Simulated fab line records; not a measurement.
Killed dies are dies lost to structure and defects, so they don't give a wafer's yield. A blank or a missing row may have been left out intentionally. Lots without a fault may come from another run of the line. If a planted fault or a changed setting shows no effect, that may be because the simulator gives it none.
fab line records ; flow nand_harc ; part 1 of 2: steps 1 to 4 of 6
record lots=23; wafers=69; last_day=34
route steps=1302 shown A_STAIRCASE@677
lots that met no fault: taken from a fault-free run of the same line
start_h: start of the lot's first displayed wafer, in hours after the record's first day ; wait_h: how many hours have passed since the lot's step before this one ; " same as the row above ; L1.1+2: a single row standing in for several wafers ; - no value present, or no start provided ; * or withheld: withheld ; < > ~ a bound
route shown NAME@n: NAME is a module with steps in the file, n the number in the route of the first one ; usual: mean/standard deviation taken from wafers without a fault ; same: alike in all rows ; chamber/n: place in a boat ; sites: the reading at each site ; _std_site: how widely they spread, as a standard deviation ; _edge_site: the outer-site mean with the inner-site mean subtracted ; radius_mm: for every site, how far away it sits from the centre of the wafer ; mask NAME#n: copy n ; behind: the last tool/chamber to shape the wafer ; hold: why the lot was held/for how many hours/how that ended ; device: transistor that didn't switch, given as n, p or np ; end of line: tests of these same wafers at the route's end ; a step given without rows: its recipe and nothing more ; killed: dies that structure and defects cost at the first sort, which is not the same as the wafer's yield ; map: shows each die of a wafer: x if killed, . if not, _ if none is there
set.NAME: the setting as run; set.NAME@STEP: as run at that earlier step ; model.NAME: the simulator's own value behind a step, which no gauge read
route steps across a sampled set of lots; one table per step, one row per wafer
services: from which hour (start_h, from the record's first day; less than 0 if before it) a tool's chamber was out of use, for how many hours, and why
## steps
# step NHARC_A_STAIRCASE_TRIM_20
# recipe time_s=211.2; o2_flow_sccm=500; ar_flow_sccm=0; bias_w=0; chemistry=O2
# usual drypump_motor_current_A=5.7/0.34; mfc_ar_sccm=0.010/0.014; oes_product_au=0.999/0.015; rf_vpp_V=57.7/0.79; showerhead_plenum_p_Torr=3.52/0.16; throttle_valve_pct=17.036/0.0087
lot.wafer;tool;chamber;start_h;wait_h;drypump_motor_current_A;mfc_ar_sccm;oes_product_au;rf_hours_counter_h;rf_vpp_V;showerhead_plenum_p_Torr;throttle_valve_pct
L074.3;rie_diel-09;3;361.18;0.2;5.4;0;1.012;9;58.0;3.45;17.054
L074.1;rie_diel-09;0;361.18;0.2;6.0;0.027;0.974;12;58.1;3.77;17.029
L074.6;rie_diel-09;2;361.18;0.2;6.2;0;1.008;-;58.7;3.65;17.039
L075.1;rie_diel-04;2;375.63;0.1;5.6;0;0.982;1;57.6;3.30;17.034
L075.2;rie_diel-04;0;375.63;0.1;5.7;0.018;1.028;1;58.0;3.74;17.040
L075.5;rie_diel-04;3;375.63;0.1;6.2;0.042;0.982;-;57.3;3.37;17.034
L076.2;rie_diel-04;2;380.12;0.1;5.6;0;1.006;3;57.0;3.30;17.034
L076.3;rie_diel-04;3;380.12;0.1;6.2;0.042;1.005;2;56.2;3.37;17.024
L076.5;rie_diel-04;2;380.12;0.1;5.6;0;1.007;-;57.1;3.30;17.036
L077.1;rie_diel-13;1;380.45;0.1;5.8;0;1.015;10;57.1;3.34;17.051
L077.3;rie_diel-13;2;380.45;0.1;5.2;0;1.016;9;57.9;3.66;17.032
L077.2;rie_diel-13;3;380.45;0.1;5.2;0;0.973;11;58.8;3.74;17.044
L078.4;rie_diel-13;0;405.15;0.1;5.6;0.023;1.018;22;57.2;3.52;17.026
L078.2;rie_diel-13;1;405.15;0.1;5.9;0;1.020;21;57.1;3.34;17.030
L078.6;rie_diel-13;0;405.15;0.1;5.6;0.023;1.026;-;57.5;3.52;17.036
L079.3;rie_diel-13;2;409.74;0.1;5.2;0;1.008;15;57.0;3.65;17.036
L079.5;rie_diel-13;2;409.74;0.1;5.2;0;1.012;-;57.8;3.65;17.043
L079.6;rie_diel-13;3;409.74;0.1;5.2;0;0.983;-;58.4;3.74;17.046
L081.4;rie_diel-13;0;426.70;0.1;5.6;0.023;0.985;28;58.9;3.52;17.051
L081.2;rie_diel-13;1;426.70;0.1;5.8;0;0.995;30;56.4;3.33;17.034
L081.5;rie_diel-13;0;426.70;0.1;5.6;0.023;1.013;-;57.4;3.52;17.056
L083.1;rie_diel-04;2;433.18;0.1;5.6;0;0.979;19;56.7;3.30;17.039
L083.3;rie_diel-04;3;433.18;0.1;6.2;0.042;0.996;18;57.1;3.36;17.030
L083.4;rie_diel-04;0;433.18;0.1;5.7;0.018;1.022;17;59.3;3.73;17.038
L082.4;rie_diel-09;2;438.57;0.1;6.2;0;0.987;37;57.3;3.64;17.031
L082.2;rie_diel-09;0;438.57;0.1;6.0;0.027;0.984;38;57.7;3.76;17.030
L082.6;rie_diel-09;2;438.57;0.1;6.2;0;0.973;-;57.6;3.64;17.036
L084.3;rie_diel-04;2;448.56;0.1;5.6;0;0.982;24;56.8;3.29;17.016
L084.6;rie_diel-04;3;448.56;0.1;6.2;0.042;0.991;-;58.0;3.36;17.021
L084.5;rie_diel-04;0;448.56;0.1;5.7;0.018;1.020;-;57.5;3.72;17.042
L086.1;rie_diel-04;1;468.22;0.1;5.4;0;0.999;27;58.1;3.48;17.050
L086.5;rie_diel-04;2;468.22;0.1;5.6;0;0.995;-;57.3;3.29;17.053
L086.6;rie_diel-04;3;468.22;0.1;6.2;0.042;0.999;-;58.2;3.36;17.038
L085.1;rie_diel-13;3;468.97;0.1;5.2;0;0.984;42;58.6;3.72;17.049
L085.5;rie_diel-13;3;468.97;0.1;5.2;0;0.981;-;59.1;3.72;17.048
L085.6;rie_diel-13;0;468.97;0.1;5.6;0.023;1.016;-;58.3;3.51;17.043
L087.3;rie_diel-13;1;477.45;0.1;5.8;0;1.006;46;58.5;3.32;17.038
L087.1;rie_diel-13;3;477.45;0.1;5.2;0;0.972;45;59.3;3.72;17.041
L087.6;rie_diel-13;0;477.45;0.1;5.6;0.023;1.011;-;59.3;3.51;17.042
L089.3;rie_diel-09;0;495.18;0.1;6.0;0.027;0.990;58;56.9;3.75;17.021
L089.6;rie_diel-09;3;495.18;0.1;5.4;0;0.990;-;56.1;3.42;17.031
L089.5;rie_diel-09;0;495.18;0.1;6.1;0.027;1.000;-;57.9;3.75;17.047
L088.4;rie_diel-04;2;495.56;0.1;5.6;0;0.994;40;56.7;3.29;17.029
L088.6;rie_diel-04;3;495.56;0.1;6.2;0.042;1.004;-;55.8;3.35;17.045
L088.5;rie_diel-04;0;495.56;0.1;5.7;0.018;1.015;-;58.6;3.72;17.052
L090.4;rie_diel-09;0;521.04;0.1;6.0;0.027;0.981;5;58.9;3.74;17.028
L090.3;rie_diel-09;2;521.04;0.1;6.3;0;0.973;6;58.3;3.62;17.041
L090.2;rie_diel-09;3;521.04;0.1;5.4;0;1.014;7;57.7;3.42;17.036
L091.3;rie_diel-09;2;521.24;0.1;6.2;0;0.980;6;57.0;3.62;17.033
L091.6;rie_diel-09;3;521.24;0.1;5.4;0;1.026;-;55.9;3.42;17.048
L091.5;rie_diel-09;0;521.24;0.1;6.1;0.027;0.983;-;57.6;3.74;17.032
L092.3;rie_diel-09;0;535.19;0.1;6.1;0.027;0.992;10;58.1;3.74;17.042
L092.6;rie_diel-09;2;535.19;0.1;6.2;0;0.988;-;57.2;3.62;17.034
L092.5;rie_diel-09;3;535.19;0.1;5.4;0;1.019;-;58.7;3.42;17.033
L093.3;rie_diel-13;2;547.17;0.1;5.2;0;1.025;11;57.5;3.63;17.043
L093.1;rie_diel-13;1;547.17;0.1;5.8;0;0.992;8;57.9;3.31;17.040
L093.6;rie_diel-13;2;547.17;0.1;5.2;0;1.022;-;57.1;3.63;17.041
L094.2;rie_diel-13;3;555.21;0.1;5.2;0;1.005;15;58.1;3.70;17.034
L094.4;rie_diel-13;1;555.21;0.1;5.9;0;0.987;10;58.1;3.31;17.036
L094.6;rie_diel-13;3;555.21;0.1;5.2;0;0.994;-;58.1;3.70;17.032
L095.3;rie_diel-04;3;562.83;0.1;6.2;0.042;1.018;6;57.1;3.34;17.028
L095.2;rie_diel-04;1;562.83;0.1;5.4;0;0.986;5;57.0;3.46;17.030
L095.5;rie_diel-04;2;562.83;0.1;5.6;0;0.977;-;58.7;3.81;17.022
L096.2;rie_diel-09;3;578.74;0.1;5.4;0;1.016;26;57.4;3.41;17.052
L096.1;rie_diel-09;0;578.74;0.1;6.1;0.027;0.980;23;57.4;3.73;17.037
L096.3;rie_diel-09;2;578.74;0.1;6.2;0;0.980;25;58.8;3.61;17.045
L097.2;rie_diel-13;2;590.09;0.1;5.2;0;1.023;24;58.1;3.62;17.036
L097.6;rie_diel-13;0;590.09;0.1;5.6;0.023;1.015;-;57.0;3.49;17.029
L097.4;rie_diel-13;1;590.09;0.1;5.9;0;0.982;-;57.2;3.30;17.039
# step NHARC_A_STAIRCASE_TRIM_24
# recipe time_s=211.2; o2_flow_sccm=500; ar_flow_sccm=0; bias_w=0; chemistry=O2
# usual drypump_motor_current_A=5.7/0.34; mfc_ar_sccm=0.010/0.014; oes_product_au=0.999/0.014; rf_vpp_V=57.8/1; showerhead_plenum_p_Torr=3.53/0.16; throttle_valve_pct=17.037/0.01
lot.wafer;tool;chamber;start_h;wait_h;drypump_motor_current_A;mfc_ar_sccm;oes_product_au;rf_hours_counter_h;rf_vpp_V;showerhead_plenum_p_Torr;throttle_valve_pct
L074.1;rie_diel-09;2;-;-;6.2;0;0.995;10;56.8;3.65;17.040
L074.3;rie_diel-09;0;-;-;6.0;0.027;0.981;13;57.0;3.77;17.039
L074.6;rie_diel-09;3;-;-;5.4;0;0.999;-;58.3;3.45;17.021
L075.2;rie_diel-04;3;-;-;6.2;0.042;1.003;1;56.6;3.37;17.038
L075.1;rie_diel-04;1;-;-;5.4;0;1.002;2;58.3;3.49;17.030
L075.5;rie_diel-04;3;-;-;6.2;0.042;1.010;-;58.4;3.37;17.013
L076.2;rie_diel-04;2;-;-;5.6;0;0.999;3;57.7;3.30;17.036
L076.3;rie_diel-04;0;-;-;5.7;0.018;1.017;3;59.2;3.73;17.038
L076.5;rie_diel-04;2;-;-;5.6;0;0.988;-;57.9;3.30;17.029
L077.2;rie_diel-13;1;-;-;5.8;0;0.998;10;57.0;3.34;17.032
L077.3;rie_diel-13;3;-;-;5.2;0;0.977;11;56.9;3.74;17.049
L077.1;rie_diel-13;0;-;-;5.6;0.023;0.999;11;56.4;3.53;17.048
L078.2;rie_diel-13;0;-;-;5.6;0.023;1.018;22;57.7;3.52;17.049
L078.4;rie_diel-13;2;-;-;5.2;0;1.024;14;57.1;3.65;17.040
L078.6;rie_diel-13;0;-;-;5.6;0.023;1.013;-;56.0;3.52;17.035
L079.3;rie_diel-13;0;-;-;5.6;0.023;1.009;23;57.3;3.52;17.036
L079.6;rie_diel-13;3;-;-;5.2;0;0.985;-;56.9;3.74;17.035
L079.5;rie_diel-13;0;-;-;5.6;0.023;1.010;-;58.9;3.52;17.040
L081.4;rie_diel-13;3;-;-;5.2;0;0.983;26;58.9;3.73;17.037
L081.2;rie_diel-13;1;-;-;5.9;0;0.996;30;56.6;3.33;17.026
L081.5;rie_diel-13;0;-;-;5.6;0.023;1.004;-;59.5;3.52;17.027
L083.1;rie_diel-04;0;-;-;5.7;0.018;1.018;17;59.5;3.73;17.046
L083.4;rie_diel-04;1;-;-;5.5;0;0.988;15;57.1;3.48;17.066
L083.3;rie_diel-04;2;-;-;5.6;0;0.978;19;56.0;3.30;17.025
L082.2;rie_diel-09;2;-;-;6.2;0;0.989;37;57.9;3.64;17.042
L082.4;rie_diel-09;0;-;-;6.0;0.027;0.978;38;58.3;3.76;17.040
L082.6;rie_diel-09;3;-;-;5.4;0;0.995;-;58.0;3.44;17.051
L084.3;rie_diel-04;3;-;-;6.2;0.042;1.003;24;57.2;3.36;17.036
L084.6;rie_diel-04;3;-;-;6.2;0.042;1.001;-;56.4;3.36;17.053
L084.5;rie_diel-04;0;-;-;5.7;0.018;1.010;-;56.9;3.72;17.046
L086.1;rie_diel-04;0;-;-;5.8;0.018;1.020;28;59.0;3.72;17.034
L086.5;rie_diel-04;3;-;-;6.2;0.042;1.002;-;58.0;3.36;17.037
L086.6;rie_diel-04;0;-;-;5.8;0.018;1.016;-;58.1;3.72;17.044
L085.1;rie_diel-13;1;-;-;5.9;0;1.012;43;58.7;3.32;17.068
L085.5;rie_diel-13;1;-;-;5.8;0;1.004;-;56.8;3.32;17.032
L085.6;rie_diel-13;2;-;-;5.2;0;1.011;-;59.8;3.64;17.040
L087.3;rie_diel-13;3;-;-;5.2;0;0.979;45;58.0;3.72;17.027
L087.1;rie_diel-13;2;-;-;5.2;0;1.002;40;58.3;3.64;17.035
L087.6;rie_diel-13;3;-;-;5.2;0;0.986;-;59.9;3.72;17.039
L089.3;rie_diel-09;3;-;-;5.4;0;1.006;59;58.0;3.43;17.022
L089.5;rie_diel-09;3;-;-;5.4;0;0.990;-;59.1;3.42;17.044
L089.6;rie_diel-09;0;-;-;6.1;0.027;0.981;-;58.1;3.75;17.022
L088.4;rie_diel-04;0;-;-;5.7;0.018;1.016;35;58.3;3.72;17.058
L088.6;rie_diel-04;2;-;-;5.6;0;0.996;-;57.0;3.29;17.044
L088.5;rie_diel-04;3;-;-;6.2;0.042;1.003;-;57.5;3.35;17.041
L090.3;rie_diel-09;0;-;-;6.0;0.027;0.972;5;57.6;3.74;17.047
L090.4;rie_diel-09;1;-;-;5.9;0;0.981;4;56.7;3.39;17.033
L090.2;rie_diel-09;2;-;-;6.2;0;0.981;6;59.7;3.62;17.043
L091.3;rie_diel-09;1;-;-;5.9;0;0.981;5;56.9;3.39;17.037
L091.6;rie_diel-09;0;-;-;6.1;0.027;0.980;-;58.5;3.74;17.037
L091.5;rie_diel-09;1;-;-;5.9;0;0.987;-;56.5;3.39;17.034
L092.3;rie_diel-09;0;-;-;6.1;0.027;0.987;10;57.4;3.74;17.031
L092.6;rie_diel-09;3;-;-;5.4;0;1.021;-;57.8;3.42;17.025
L092.5;rie_diel-09;0;-;-;6.0;0.027;0.988;-;59.8;3.74;17.052
L093.3;rie_diel-13;3;-;-;5.2;0;1.011;12;56.9;3.71;17.024
L093.1;rie_diel-13;0;-;-;5.6;0.023;1.001;6;58.7;3.50;17.053
L093.6;rie_diel-13;3;-;-;5.2;0;1.009;-;56.7;3.71;17.025
L094.4;rie_diel-13;1;-;-;5.9;0;0.984;11;55.9;3.31;17.043
L094.2;rie_diel-13;3;-;-;5.3;0;1.011;15;58.2;3.70;17.048
L094.6;rie_diel-13;0;-;-;5.6;0.023;1.019;-;58.1;3.50;17.031
L095.2;rie_diel-04;2;-;-;5.6;0;0.994;5;57.0;3.81;17.039
L095.3;rie_diel-04;1;-;-;5.5;0;0.986;5;57.5;3.46;17.022
L095.5;rie_diel-04;2;-;-;5.6;0;0.983;-;58.9;3.80;17.015
L096.2;rie_diel-09;1;-;-;5.9;0;0.986;22;58.1;3.38;17.014
L096.1;rie_diel-09;2;-;-;6.2;0;0.985;26;57.9;3.61;17.047
L096.3;rie_diel-09;3;-;-;5.4;0;1.024;27;57.4;3.41;17.039
L097.2;rie_diel-13;1;-;-;5.9;0;0.982;23;57.8;3.30;17.036
L097.4;rie_diel-13;1;-;-;5.8;0;0.972;-;59.3;3.30;17.022
L097.6;rie_diel-13;2;-;-;5.2;0;1.014;-;56.9;3.62;17.021
# step NHARC_A_STAIRCASE_ETCH_25
# recipe target_depth_a=1000; time_s=40.5; ion_energy_ev=400; c4f8_flow_sccm=20; o2_flow_sccm=10; ar_flow_sccm=withheld; rf_w=600; bias_w=1000; chemistry=C4F8/O2
# usual oes_product_au=0.944/0.015; rf_vpp_V=896/5.9
lot.wafer;tool;chamber;start_h;wait_h;oes_product_au;rf_hours_counter_h;rf_vpp_V
L074.1;rie_diel-09;3;-;-;0.944;10;894
L074.3;rie_diel-09;2;-;-;0.941;10;900
L074.6;rie_diel-09;3;-;-;0.954;-;893
L075.1;rie_diel-04;3;-;-;0.947;1;891
L075.2;rie_diel-04;0;-;-;0.977;1;904
L075.5;rie_diel-04;3;-;-;0.947;-;889
L077.3;rie_diel-13;0;-;-;0.964;11;896
L077.2;rie_diel-13;1;-;-;0.952;10;889
L077.1;rie_diel-13;2;-;-;0.958;10;901
L076.3;rie_diel-04;0;-;-;0.971;4;904
L076.2;rie_diel-04;2;-;-;0.937;4;887
L076.5;rie_diel-04;1;-;-;0.935;-;897
L078.4;rie_diel-13;1;-;-;0.948;21;888
L078.2;rie_diel-13;0;-;-;0.936;22;895
L078.6;rie_diel-13;1;-;-;0.959;-;890
L079.3;rie_diel-13;1;-;-;0.942;22;888
L079.6;rie_diel-13;3;-;-;0.924;-;903
L079.5;rie_diel-13;0;-;-;0.949;-;896
L081.2;rie_diel-13;2;-;-;0.957;23;899
L081.4;rie_diel-13;1;-;-;0.934;30;888
L081.5;rie_diel-13;3;-;-;0.916;-;905
L083.3;rie_diel-04;3;-;-;0.966;18;889
L083.1;rie_diel-04;1;-;-;0.942;15;895
L083.4;rie_diel-04;2;-;-;0.946;19;887
L082.2;rie_diel-09;3;-;-;0.953;38;895
L082.4;rie_diel-09;1;-;-;0.959;33;892
L082.6;rie_diel-09;0;-;-;0.947;-;904
L084.3;rie_diel-04;0;-;-;0.972;23;902
L084.6;rie_diel-04;2;-;-;0.938;-;887
L084.5;rie_diel-04;3;-;-;0.936;-;890
L086.1;rie_diel-04;2;-;-;0.926;33;887
L086.6;rie_diel-04;3;-;-;0.940;-;889
L086.5;rie_diel-04;0;-;-;0.953;-;903
L085.1;rie_diel-13;2;-;-;0.964;37;900
L085.5;rie_diel-13;2;-;-;0.954;-;898
L085.6;rie_diel-13;3;-;-;0.930;-;902
L087.1;rie_diel-13;3;-;-;0.923;45;902
L087.3;rie_diel-13;2;-;-;0.960;40;900
L087.6;rie_diel-13;3;-;-;0.930;-;904
L089.3;rie_diel-09;1;-;-;0.955;49;892
L089.5;rie_diel-09;2;-;-;0.932;-;899
L089.6;rie_diel-09;3;-;-;0.940;-;892
L088.4;rie_diel-04;3;-;-;0.936;38;889
L088.5;rie_diel-04;0;-;-;0.951;-;904
L088.6;rie_diel-04;1;-;-;0.937;-;892
L090.2;rie_diel-09;2;-;-;0.931;6;898
L090.4;rie_diel-09;3;-;-;0.958;7;893
L090.3;rie_diel-09;1;-;-;0.924;5;892
L091.3;rie_diel-09;0;-;-;0.925;6;904
L091.5;rie_diel-09;1;-;-;0.920;-;891
L091.6;rie_diel-09;2;-;-;0.912;-;900
L092.3;rie_diel-09;3;-;-;0.964;12;891
L092.5;rie_diel-09;2;-;-;0.940;-;898
L092.6;rie_diel-09;3;-;-;0.955;-;890
L093.3;rie_diel-13;1;-;-;0.943;8;887
L093.1;rie_diel-13;0;-;-;0.971;7;895
L093.6;rie_diel-13;1;-;-;0.942;-;889
L094.2;rie_diel-13;1;-;-;0.932;11;887
L094.4;rie_diel-13;3;-;-;0.950;15;904
L094.6;rie_diel-13;2;-;-;0.964;-;898
L095.3;rie_diel-04;1;-;-;0.937;5;893
L095.2;rie_diel-04;2;-;-;0.946;5;906
L095.5;rie_diel-04;1;-;-;0.928;-;895
L096.3;rie_diel-09;0;-;-;0.914;23;902
L096.2;rie_diel-09;1;-;-;0.929;22;891
L096.1;rie_diel-09;2;-;-;0.918;26;900
L097.2;rie_diel-13;2;-;-;0.959;24;900
L097.4;rie_diel-13;1;-;-;0.935;-;888
L097.6;rie_diel-13;0;-;-;0.950;-;894
# step NHARC_A_STAIRCASE_ETCH_190
# recipe target_depth_a=1000; time_s=40.5; ion_energy_ev=400; c4f8_flow_sccm=20; o2_flow_sccm=10; ar_flow_sccm=withheld; rf_w=600; bias_w=1000; chemistry=C4F8/O2
# usual oes_product_au=0.940/0.015; rf_vpp_V=896/6.2
lot.wafer;tool;chamber;start_h;wait_h;oes_product_au;rf_hours_counter_h;rf_vpp_V
L074.3;rie_diel-09;2;-;-;0.946;11;900
L074.1;rie_diel-09;3;-;-;0.946;11;892
L074.6;rie_diel-09;3;-;-;0.945;-;893
L075.2;rie_diel-13;3;-;-;0.925;10;904
L075.1;rie_diel-13;2;-;-;0.971;9;901
L075.5;rie_diel-13;3;-;-;0.920;-;903
L076.3;rie_diel-04;2;-;-;0.937;5;887
L076.2;rie_diel-04;0;-;-;0.950;5;903
L076.5;rie_diel-04;2;-;-;0.932;-;888
L077.1;rie_diel-13;3;-;-;0.920;13;902
L077.3;rie_diel-13;0;-;-;0.943;16;896
L077.2;rie_diel-13;1;-;-;0.959;15;889
L078.4;rie_diel-09;3;-;-;0.939;27;894
L078.2;rie_diel-09;0;-;-;0.926;30;904
L078.6;rie_diel-09;2;-;-;0.925;-;901
L079.3;rie_diel-04;2;-;-;0.922;12;886
L079.6;rie_diel-04;0;-;-;0.968;-;903
L079.5;rie_diel-04;3;-;-;0.932;-;891
L081.4;rie_diel-04;0;-;-;0.955;16;903
L081.2;rie_diel-04;1;-;-;0.912;13;893
L081.5;rie_diel-04;0;-;-;0.952;-;902
L083.3;rie_diel-09;3;-;-;0.943;37;893
L083.1;rie_diel-09;1;-;-;0.941;32;892
L083.4;rie_diel-09;3;-;-;0.942;-;893
L082.2;rie_diel-04;0;-;-;0.946;21;902
L082.4;rie_diel-04;1;-;-;0.930;18;893
L082.6;rie_diel-04;1;-;-;0.925;-;894
L084.3;rie_diel-04;1;-;-;0.932;20;895
L084.6;rie_diel-04;2;-;-;0.928;-;887
L084.5;rie_diel-04;3;-;-;0.938;-;888
L086.1;rie_diel-09;3;-;-;0.942;51;893
L086.5;rie_diel-09;3;-;-;0.936;-;892
L086.6;rie_diel-09;0;-;-;0.936;-;904
L085.1;rie_diel-04;1;-;-;0.949;29;893
L085.6;rie_diel-04;0;-;-;0.968;-;903
L085.5;rie_diel-04;1;-;-;0.955;-;894
L087.1;rie_diel-04;3;-;-;0.961;34;890
L087.3;rie_diel-04;0;-;-;0.961;32;903
L087.6;rie_diel-04;1;-;-;0.941;-;894
L089.3;rie_diel-04;3;-;-;0.934;39;889
L089.5;rie_diel-04;0;-;-;0.944;-;903
L089.6;rie_diel-04;1;-;-;0.928;-;894
L088.4;rie_diel-04;1;-;-;0.929;39;893
L088.5;rie_diel-04;1;-;-;0.927;-;895
L088.6;rie_diel-04;2;-;-;0.938;-;887
L090.4;rie_diel-09;3;-;-;0.946;8;892
L090.2;rie_diel-09;0;-;-;0.924;7;904
L090.3;rie_diel-09;1;-;-;0.921;6;894
L091.3;rie_diel-09;0;-;-;0.927;7;903
L091.6;rie_diel-09;2;-;-;0.931;-;899
L091.5;rie_diel-09;3;-;-;0.942;-;892
L092.3;rie_diel-13;2;-;-;0.976;2;900
L092.5;rie_diel-13;2;-;-;0.973;-;899
L092.6;rie_diel-13;3;-;-;0.961;-;903
L093.1;rie_diel-04;0;-;-;0.965;2;901
L093.3;rie_diel-04;1;-;-;0.918;2;894
L093.6;rie_diel-04;2;-;-;0.934;-;907
L094.2;rie_diel-04;1;-;-;0.930;4;893
L094.4;rie_diel-04;2;-;-;0.930;4;905
L094.6;rie_diel-04;1;-;-;0.919;-;892
L095.2;rie_diel-13;1;-;-;0.931;14;889
L095.3;rie_diel-13;2;-;-;0.970;17;900
L095.5;rie_diel-13;2;-;-;0.950;-;900
L096.3;rie_diel-04;1;-;-;0.946;12;892
L096.1;rie_diel-04;2;-;-;0.936;12;906
L096.2;rie_diel-04;3;-;-;0.940;11;889
L097.2;rie_diel-04;1;-;-;0.929;15;893
L097.4;rie_diel-04;0;-;-;0.972;13;902
L097.6;rie_diel-04;2;-;-;0.930;-;906
